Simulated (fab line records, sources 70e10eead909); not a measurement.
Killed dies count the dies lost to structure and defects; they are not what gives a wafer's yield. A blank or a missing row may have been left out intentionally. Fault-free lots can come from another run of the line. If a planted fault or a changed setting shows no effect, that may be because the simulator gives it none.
Matching of chambers | flow nand_harc | ald_hk-04 running NHARC_A_CHANNEL_FILL_D1_ALD_16: 4 sister chambers
The step deposits SiO2, target thk 1.5 nm, pulse time 10 s, ald cycles 15. 4 wafers are shown with their chamber, then 7 later ones without.

== WAFERS, EACH WITH ITS CHAMBER ==
wafer  | chamber | heater_power_w (W)
L082.3 | 0       | 466
L085.4 | 3       | 421
L084.2 | 1       | 445
L084.3 | 2       | 468

== WAFERS WITH NO CHAMBER GIVEN ==
wafer  | heater_power_w (W)
L084.6 | 425
L093.1 | 414
L093.2 | 487
L093.4 | 440
L097.1 | 483
L097.3 | 417
L097.4 | 438

== EACH ONE'S CHAMBER ==
wafer  | from the rows above     | in truth
L084.6 | can't be placed: 3 or 1 | 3
L093.1 | 3                       | 3
L093.2 | can't be placed: 2 or 0 | 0
L093.4 | can't be placed: 1 or 3 | 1
L097.1 | can't be placed: 2 or 0 | 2
L097.3 | 3                       | 3
L097.4 | can't be placed: 1 or 3 | 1
Placed correctly: 2 of 7. Can't be placed from these rows: 5 (the true chamber is among the candidates in 5). Wrongly placed: 0.
How it was worked out, from the rows above alone: a wafer's distance from a chamber is the root of the sum, over the readings, of the square of ((its reading less the chamber's mean) divided by the reading's scatter). If the next closest chamber is less than 2 further off than the closest, the wafer can't be placed; otherwise it belongs to the closest. A chamber's mean is the mean of its shown wafers. The scatter (one wafer shown for each chamber): square how far every hidden wafer sits from the nearest shown wafer, average those squares and take the square root.
